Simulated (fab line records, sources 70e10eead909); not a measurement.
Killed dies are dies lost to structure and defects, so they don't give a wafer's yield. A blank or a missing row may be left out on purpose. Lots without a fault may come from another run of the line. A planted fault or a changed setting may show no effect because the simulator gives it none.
Which tool did it? | flow nand_harc | 24 lots, 72 wafers sampled, at 6 steps of a route of 1159

WHAT THE GAUGES READ, wafer by wafer
NHARC_A_CONTACT_OVL_MEAS_70. Usual: overlay_x_nm -0.2 nm, standard deviation 0.92; overlay_y_nm 0.1 nm, standard deviation 0.84.
lot  | measured     | on         | overlay_x_nm (nm) | overlay_y_nm (nm) | flag
L074 | day 16 17:31 | overlay-01 | -1.9 -2.4 -2.4    | 0.2 -0.1 0.0      |
L075 | day 16 22:42 | overlay-02 | 0.2 0.0 0.2       | 0.5 0.5 0.8       |
L077 | day 16 19:14 | overlay-01 | -0.2 -0.2 -0.6    | 0.8 1.6 1.6       |
L078 | day 17 07:47 | overlay-02 | -1.0 -0.6 -0.7    | -1.7 -1.8 -2.0    |
L076 | day 17 03:02 | overlay-02 | -0.8 -0.4 -0.5    | -0.1 0.4 0.3      |
L079 | day 18 06:26 | overlay-02 | -1.1 -1.5 -1.0    | 1.2 1.1 1.1       |
L084 | day 18 12:46 | overlay-02 | 0.9 0.9 1.1       | 0.9 1.7 1.0       |
L080 | day 18 18:49 | overlay-01 | 1.0 0.9 1.3       | -0.3 -0.3 -0.2    |
L083 | day 19 01:08 | overlay-02 | 0.5 0.3 0.4       | -0.6 -0.3 0.0     |
L082 | day 18 23:14 | overlay-02 | -1.0 -0.5 0.0     | 0.9 1.4 1.1       |
L081 | day 19 05:02 | overlay-01 | 0.4 0.7 0.6       | -0.5 -0.5 0.2     |
L086 | day 19 13:23 | overlay-02 | -1.6 -1.7 -1.9    | 1.2 1.2 0.8       |
L085 | day 19 12:19 | overlay-02 | -0.6 -0.3 -0.5    | -0.9 -0.6 -0.9    |
L087 | day 19 16:29 | overlay-02 | 0.3 -0.5 -0.6     | -0.2 0.1 -0.3     |
L088 | day 20 02:01 | overlay-01 | -0.9 -1.8 -1.3    | 0.3 0.1 0.0       |
L089 | day 20 15:45 | overlay-01 | 0.0 0.0 0.6       | 0.0 -0.5 -0.1     |
L091 | day 20 15:55 | overlay-02 | -1.6 -1.5 -1.5    | -0.5 0.7 -0.5     |
L092 | day 20 23:16 | overlay-02 | 0.3 0.7 0.3       | -0.4 -1.4 -0.8    |
L090 | day 20 21:32 | overlay-01 | 0.3 0.4 0.7       | -0.6 -0.1 0.2     |
L094 | day 21 05:19 | overlay-02 | -0.6 -0.6 -0.6    | 0.7 1.0 1.1       |
L093 | day 21 04:58 | overlay-01 | 0.6 0.3 0.1       | -1.6 -0.9 -1.3    |
L095 | day 22 09:43 | overlay-02 | 0.3 0.6 0.0       | 0.4 0.7 0.2       |
L097 | day 22 11:35 | overlay-02 | 0.0 0.4 -0.3      | 0.1 0.5 0.2       |
L096 | day 22 14:53 | overlay-02 | 0.2 0.7 0.6       | -0.4 -0.1 -0.1    |

NHARC_A_CONTACT_CD_MEAS_80. Usual: cd_nm 189.9 nm, standard deviation 0.88.
lot  | measured     | on        | cd_nm (nm)        | flag
L074 | day 16 22:17 | cd_sem-02 | 190.4 192.6 190.6 |
L075 | day 17 02:22 | cd_sem-02 | 189.5 191.0 189.3 |
L077 | day 16 22:40 | cd_sem-01 | 189.9 190.7 190.0 |
L078 | day 17 11:26 | cd_sem-03 | 189.5 189.8 190.8 |
L076 | day 17 06:23 | cd_sem-03 | 189.9 190.1 190.6 |
L079 | day 18 09:55 | cd_sem-01 | 190.0 190.3 191.7 |
L084 | day 18 16:07 | cd_sem-02 | 189.2 189.4 189.6 |
L080 | day 18 22:10 | cd_sem-01 | 190.9 190.3 191.2 |
L083 | day 19 04:30 | cd_sem-03 | 188.6 190.0 189.5 |
L082 | day 19 03:10 | cd_sem-01 | 188.9 189.6 189.5 |
L081 | day 19 08:34 | cd_sem-01 | 188.9 191.4 188.9 |
L086 | day 19 16:44 | cd_sem-02 | 187.9 188.2 189.8 |
L085 | day 19 15:52 | cd_sem-03 | 190.5 190.5 191.4 |
L087 | day 19 20:14 | cd_sem-01 | 190.3 189.3 189.5 |
L088 | day 20 05:29 | cd_sem-02 | 189.1 191.2 191.0 |
L089 | day 20 19:06 | cd_sem-01 | 189.0 189.3 188.6 |
L091 | day 20 20:32 | cd_sem-01 | 190.2 190.0 190.3 |
L092 | day 21 02:49 | cd_sem-03 | 191.3 189.5 189.0 |
L090 | day 21 00:55 | cd_sem-02 | 189.8 189.6 189.6 |
L094 | day 21 09:28 | cd_sem-02 | 189.0 190.4 189.3 |
L093 | day 21 08:46 | cd_sem-02 | 189.1 189.4 188.7 |
L095 | day 22 13:10 | cd_sem-01 | 189.2 189.2 190.1 |
L097 | day 22 15:06 | cd_sem-02 | 188.8 189.5 189.9 |
L096 | day 22 18:13 | cd_sem-02 | 188.8 190.0 189.3 |

NHARC_A_CONTACT_OVL_MEAS_09. Usual: overlay_x_nm 0.2 nm, standard deviation 0.76; overlay_y_nm -0.1 nm, standard deviation 0.85.
lot  | measured     | on         | overlay_x_nm (nm) | overlay_y_nm (nm) | flag
L074 | day 17 01:25 | overlay-01 | 0.7 0.6 0.9       | 0.1 0.4 0.7       |
L075 | day 17 05:33 | overlay-02 | 0.3 0.5 0.1       | -0.5 0.0 -0.2     |
L077 | day 17 02:08 | overlay-02 | -0.2 0.0 0.4      | -1.6 -2.0 -2.1    |
L078 | day 17 14:28 | overlay-01 | -0.4 -0.3 -0.3    | 0.8 1.5 0.9       |
L076 | day 17 10:47 | overlay-01 | 0.6 0.4 0.6       | 0.8 0.7 1.0       |
L079 | day 18 16:29 | overlay-01 | 0.0 -0.1 -1.0     | 0.7 0.8 0.2       |
L084 | day 18 21:26 | overlay-01 | 1.0 1.4 0.7       | -0.9 -1.0 -1.3    |
L080 | day 19 06:31 | overlay-01 | 0.4 0.4 1.2       | -0.7 -0.4 0.0     |
L083 | day 19 10:16 | overlay-01 | -0.4 -0.1 -0.1    | 0.1 0.3 0.0       |
L082 | day 19 08:26 | overlay-02 | 1.0 0.8 0.2       | 1.0 0.4 0.3       |
L081 | day 19 11:40 | overlay-01 | -0.2 0.3 0.3      | 0.5 1.2 1.1       |
L086 | day 19 20:09 | overlay-01 | 0.4 0.6 0.7       | 0.7 1.4 0.8       |
L085 | day 19 20:00 | overlay-02 | 0.3 -0.5 -0.6     | -0.1 0.1 0.1      |
L087 | day 19 23:28 | overlay-01 | 0.4 0.8 0.4       | 0.3 -0.2 0.2      |
L088 | day 20 09:05 | overlay-02 | -1.7 -1.8 -2.0    | -1.4 -1.2 -1.3    |
L089 | day 21 02:01 | overlay-02 | -0.3 -0.4 0.1     | -0.9 -1.3 -0.2    |
L091 | day 21 03:14 | overlay-01 | 1.2 0.6 0.8       | -1.5 -1.4 -1.4    |
L092 | day 21 08:25 | overlay-01 | 1.0 0.4 0.5       | -0.2 -0.4 -0.3    |
L090 | day 21 06:04 | overlay-01 | 1.8 0.7 1.4       | -0.7 -0.5 -0.5    |
L094 | day 21 13:48 | overlay-01 | 1.0 0.9 0.5       | 0.3 0.0 0.1       |
L093 | day 21 12:24 | overlay-02 | -0.3 -0.6 -0.2    | 0.9 -0.1 -0.1     |
L095 | day 22 18:31 | overlay-01 | -0.5 0.2 -0.3     | -0.4 0.1 -0.2     |
L097 | day 22 20:08 | overlay-02 | -0.9 0.2 -0.6     | 1.1 0.9 0.6       |
L096 | day 22 21:43 | overlay-01 | -1.3 -1.3 -0.3    | 0.1 0.0 -0.4      |

WHICH TOOL RAN EACH LOT (tool, then ch and the chambers of the sampled wafers, then the start)
lot  | NHARC_A_WL_FILL_ALD_02              | NHARC_A_WL_FILL_CMP_12        | NHARC_A_CONTACT_ETCH_51
L074 | ald_metal-04 ch 0,2, day 15 00:08   | cmp-01 ch 0,2,3, day 16 05:16 | rie_diel-13 ch 0,1,2, day 16 17:31 or earlier
L075 | ald_metal-01 ch 2,3, day 15 06:10   | cmp-04 ch 0,1,2, day 16 09:35 | rie_diel-13 ch 0,2,3, day 16 22:42 or earlier
L077 | ald_metal-02 ch 0,1,2, day 15 06:30 | cmp-02 ch 1,3, day 16 07:34   | rie_diel-13 ch 1,3, day 16 19:14 or earlier
L078 | ald_metal-01 ch 0,2, day 15 12:58   | cmp-04 ch 0,1, day 16 20:10   | rie_diel-13 ch 0,1, day 17 07:47 or earlier
L076 | ald_metal-04 ch 0,2,3, day 15 13:11 | cmp-04 ch 0,2, day 16 15:34   | rie_diel-11 ch 0,1,2, day 17 03:02 or earlier
L079 | ald_metal-04 ch 2,3, day 16 10:10   | cmp-01 ch 0,3, day 17 16:21   | rie_diel-11 ch 1,2, day 18 06:26 or earlier
L084 | ald_metal-04 ch 0,1,2, day 16 21:23 | cmp-01 ch 1,3, day 17 22:32   | rie_diel-13 ch 1,2, day 18 12:46 or earlier
L080 | ald_metal-02 ch 0,1, day 16 21:26   | cmp-01 ch 1,2, day 18 01:08   | rie_diel-11 ch 0,1,3, day 18 18:49 or earlier
L083 | ald_metal-01 ch 0,2,3, day 16 21:34 | cmp-02 ch 1,3, day 18 09:14   | rie_diel-11 ch 0,1, day 19 01:08 or earlier
L082 | ald_metal-04 ch 1,2,3, day 16 21:41 | cmp-01 ch 2,3, day 18 08:43   | rie_diel-11 ch 1,2, day 18 23:14 or earlier
L081 | ald_metal-04 ch 0,2, day 17 03:25   | cmp-01 ch 0,2,3, day 18 13:02 | rie_diel-11 ch 0,1, day 19 05:02 or earlier
L086 | ald_metal-04 ch 0,3, day 17 21:32   | cmp-02 ch 0,1,3, day 18 22:40 | rie_diel-13 ch 1,3, day 19 13:23 or earlier
L085 | ald_metal-01 ch 0,3, day 17 21:37   | cmp-04 ch 0,1,2, day 18 22:31 | rie_diel-11 ch 0,1, day 19 12:19 or earlier
L087 | ald_metal-02 ch 0,1,2, day 17 21:45 | cmp-04 ch 0,1,2, day 19 02:58 | rie_diel-13 ch 0,3, day 19 16:29 or earlier
L088 | ald_metal-04 ch 0,1,2, day 18 10:50 | cmp-02 ch 0,2,3, day 19 14:34 | rie_diel-11 ch 2,3, day 20 02:01 or earlier
L089 | ald_metal-01 ch 2,3, day 18 22:43   | cmp-01 ch 0,1,3, day 20 00:22 | rie_diel-11 ch 1,2,3, day 20 15:45 or earlier
L091 | ald_metal-04 ch 1,2,3, day 18 23:00 | cmp-02 ch 1,2, day 20 00:22   | rie_diel-11 ch 1,2, day 20 15:55 or earlier
L092 | ald_metal-04 ch 1,3, day 19 05:37   | cmp-04 ch 0,2,3, day 20 06:52 | rie_diel-11 ch 1,2,3, day 20 23:16 or earlier
L090 | ald_metal-01 ch 0,3, day 19 05:38   | cmp-01 ch 2,3, day 20 06:45   | rie_diel-13 ch 1,2, day 20 21:32 or earlier
L094 | ald_metal-02 ch 0,1,2, day 19 11:31 | cmp-04 ch 2,3, day 20 16:33   | rie_diel-12 ch 0,2,3, day 21 05:19 or earlier
L093 | ald_metal-04 ch 0,2,3, day 19 11:51 | cmp-01 ch 0,2,3, day 20 13:29 | rie_diel-11 ch 0,1,2, day 21 04:58 or earlier
L095 | ald_metal-02 ch 0,1,3, day 20 04:58 | cmp-01 ch 0,2,3, day 21 21:02 | rie_diel-11 ch 0,2,3, day 22 09:43 or earlier
L097 | ald_metal-02 ch 0,3, day 20 16:14   | cmp-02 ch 1,2,3, day 21 23:19 | rie_diel-11 ch 1,3, day 22 11:35 or earlier
L096 | ald_metal-01 ch 0,2,3, day 20 22:50 | cmp-02 ch 0,1,2, day 22 03:22 | rie_diel-11 ch 0,1,2, day 22 14:53 or earlier
- NHARC_A_WL_FILL_ALD_02: deposits TiN, target thk 2 nm, pulse time 3 s, ald cycles 100.
- NHARC_A_WL_FILL_CMP_12: polishes, t overpolish 30 s, target thk 75 nm.
- NHARC_A_CONTACT_ETCH_51: etches the open film in O2/COS, target depth 3600 nm, time 936 s.

WHAT THE TOOLS THEMSELVES READ (means of the sampled wafers that have a number; where no wafer has one, the mark that the record gives instead)
NHARC_A_WL_FILL_ALD_02. Usual: heater_power_w 1053 W, standard deviation 96; precursor_pulse_height_rel 0.999, standard deviation 0.02.
lot  | tool         | heater_power_w (W) | precursor_pulse_height_rel | flag
L074 | ald_metal-04 | 934                | 1.013                      |
L075 | ald_metal-01 | 1076               | 1.002                      |
L077 | ald_metal-02 | 1117               | 0.992                      |
L078 | ald_metal-01 | 1117               | 0.987                      |
L076 | ald_metal-04 | 1013               | 1.004                      |
L079 | ald_metal-04 | 1032               | 1.000                      |
L084 | ald_metal-04 | 958                | 1.001                      |
L080 | ald_metal-02 | 1056               | 1.007                      |
L083 | ald_metal-01 | 1053               | 0.992                      |
L082 | ald_metal-04 | 1050               | 1.005                      |
L081 | ald_metal-04 | 960                | 0.990                      |
L086 | ald_metal-04 | 1075               | 0.997                      |
L085 | ald_metal-01 | 997                | 1.027                      |
L087 | ald_metal-02 | 1118               | 0.997                      |
L088 | ald_metal-04 | 964                | 0.990                      |
L089 | ald_metal-01 | 1017               | 1.005                      |
L091 | ald_metal-04 | 1064               | 1.017                      |
L092 | ald_metal-04 | 1119               | 0.992                      |
L090 | ald_metal-01 | 995                | 1.004                      |
L094 | ald_metal-02 | 1129               | 0.981                      |
L093 | ald_metal-04 | 1023               | 0.997                      |
L095 | ald_metal-02 | 1094               | 0.992                      |
L097 | ald_metal-02 | 1102               | 0.996                      |
L096 | ald_metal-01 | 1062               | 0.995                      |

NHARC_A_WL_FILL_CMP_12. Usual: motor_current_A 12.4 A, standard deviation 1.3; overpolish_run_s 30.001 s, standard deviation 0.0078; time_to_endpoint_s 14.0 s, standard deviation 2.5.
lot  | tool   | motor_current_A (A) | overpolish_run_s (s) | time_to_endpoint_s (s) | flag
L074 | cmp-01 | 12.2                | 29.997               | 12.7                   |
L075 | cmp-04 | 11.9                | 30.005               | 14.2                   |
L077 | cmp-02 | 13.4                | 30.000               | 13.9                   |
L078 | cmp-04 | 12.0                | 29.993               | 11.1                   |
L076 | cmp-04 | 11.4                | 29.997               | 14.5                   |
L079 | cmp-01 | 11.9                | 30.002               | 13.6                   |
L084 | cmp-01 | 14.4                | 29.997               | 13.4                   |
L080 | cmp-01 | 13.6                | 30.002               | 15.8                   |
L083 | cmp-02 | 13.6                | 30.005               | 13.3                   |
L082 | cmp-01 | 12.6                | 29.999               | 13.2                   |
L081 | cmp-01 | 12.0                | 30.007               | 11.1                   |
L086 | cmp-02 | 13.2                | 30.000               | 17.0                   |
L085 | cmp-04 | 12.0                | 30.005               | 11.8                   |
L087 | cmp-04 | 11.5                | 30.006               | 12.4                   |
L088 | cmp-02 | 11.6                | 29.997               | 15.2                   |
L089 | cmp-01 | 12.9                | 30.002               | 13.2                   |
L091 | cmp-02 | 12.8                | 30.001               | 14.4                   |
L092 | cmp-04 | 11.7                | 30.010               | 14.0                   |
L090 | cmp-01 | 12.1                | 30.001               | 12.7                   |
L094 | cmp-04 | 11.7                | 30.008               | 13.8                   |
L093 | cmp-01 | 11.9                | 30.001               | 13.5                   |
L095 | cmp-01 | 12.1                | 30.003               | 13.1                   |
L097 | cmp-02 | 12.4                | 29.997               | 16.6                   |
L096 | cmp-02 | 12.0                | 29.994               | 15.4                   |

NHARC_A_CONTACT_ETCH_51. Usual: bias_w 300.0 W, standard deviation 0.87; drypump_motor_current_A 5.9 A, standard deviation 0.61; oes_product_au 1.000 a.u., standard deviation 0.016; rf_vpp_V 314.6 V, standard deviation 2; showerhead_plenum_p_Torr 3.15 Torr, standard deviation 0.13; throttle_valve_pct 28.331 %, standard deviation 0.009.
lot  | tool        | bias_w (W) | drypump_motor_current_A (A) | oes_product_au (a.u.) | rf_vpp_V (V) | showerhead_plenum_p_Torr (Torr) | throttle_valve_pct (%) | flag
L074 | rie_diel-13 | 298.9      | 5.8                         | 1.020                 | 314.8        | 3.15                            | 28.332                 |
L075 | rie_diel-13 | 299.6      | 6.1                         | 1.012                 | 314.5        | 3.15                            | 28.335                 |
L077 | rie_diel-13 | 301.2      | 5.6                         | 1.014                 | 315.9        | 3.23                            | 28.341                 |
L078 | rie_diel-13 | 301.1      | 5.4                         | 1.009                 | 316.3        | 3.29                            | 28.325                 |
L076 | rie_diel-11 | 298.9      | 5.8                         | 0.987                 | 314.9        | 3.16                            | 28.324                 |
L079 | rie_diel-11 | 299.7      | 5.4                         | 0.986                 | 313.5        | 3.07                            | 28.331                 |
L084 | rie_diel-13 | 300.9      | 5.7                         | 1.013                 | 314.8        | 3.12                            | 28.329                 |
L080 | rie_diel-11 | 300.1      | 6.3                         | 0.995                 | 314.7        | 3.16                            | 28.335                 |
L083 | rie_diel-11 | 300.5      | 6.1                         | 0.986                 | 315.7        | 3.24                            | 28.331                 |
L082 | rie_diel-11 | 299.9      | 5.4                         | 0.979                 | 313.6        | 3.06                            | 28.330                 |
L081 | rie_diel-11 | 299.5      | 6.4                         | 0.988                 | 314.9        | 3.19                            | 28.335                 |
L086 | rie_diel-13 | 299.8      | 5.6                         | 1.003                 | 314.8        | 3.22                            | 28.332                 |
L085 | rie_diel-11 | 299.8      | 6.4                         | 0.996                 | 315.9        | 3.19                            | 28.324                 |
L087 | rie_diel-13 | 300.4      | 5.8                         | 1.011                 | 317.0        | 3.28                            | 28.332                 |
L088 | rie_diel-11 | 298.7      | 5.8                         | 1.012                 | 313.7        | 3.03                            | 28.329                 |
L089 | rie_diel-11 | 300.6      | 5.9                         | 0.991                 | 313.8        | 3.06                            | 28.326                 |
L091 | rie_diel-11 | 300.9      | 6.0                         | 0.989                 | 314.5        | 3.09                            | 28.333                 |
L092 | rie_diel-11 | 300.5      | 5.9                         | 0.993                 | 313.9        | 3.06                            | 28.336                 |
L090 | rie_diel-13 | 299.3      | 5.7                         | 1.011                 | 316.2        | 3.27                            | 28.327                 |
L094 | rie_diel-12 | 299.3      | 5.8                         | 1.003                 | 314.2        | 3.04                            | 28.334                 |
L093 | rie_diel-11 | 299.4      | 5.8                         | 0.985                 | 314.2        | 3.15                            | 28.333                 |
L095 | rie_diel-11 | 300.6      | 5.7                         | 0.991                 | 314.5        | 3.11                            | 28.331                 |
L097 | rie_diel-11 | 299.7      | 6.5                         | 0.998                 | 313.7        | 3.10                            | 28.335                 |
L096 | rie_diel-11 | 300.1      | 5.8                         | 0.987                 | 314.3        | 3.14                            | 28.319                 |

THE ANSWER, worked out from the rows above alone
Rule: a lot is off if the mean of its wafers that have a number lies more than 3 standard deviations from the usual mean. A lot without any number at a reading at which 4 lots or more have one is off too. The other lots that the step has rows for count as sound. The gauges are gone through in route order, then the tools' own readings, and for those a lot's mean is taken as printed above. The first step at which some lot is off is used, and at that step the reading that is off furthest; a lot without a number counts as furthest.
No lot is off at any reading shown: from this, nothing can be told.

WHAT THE SIMULATOR HAD PUT IN
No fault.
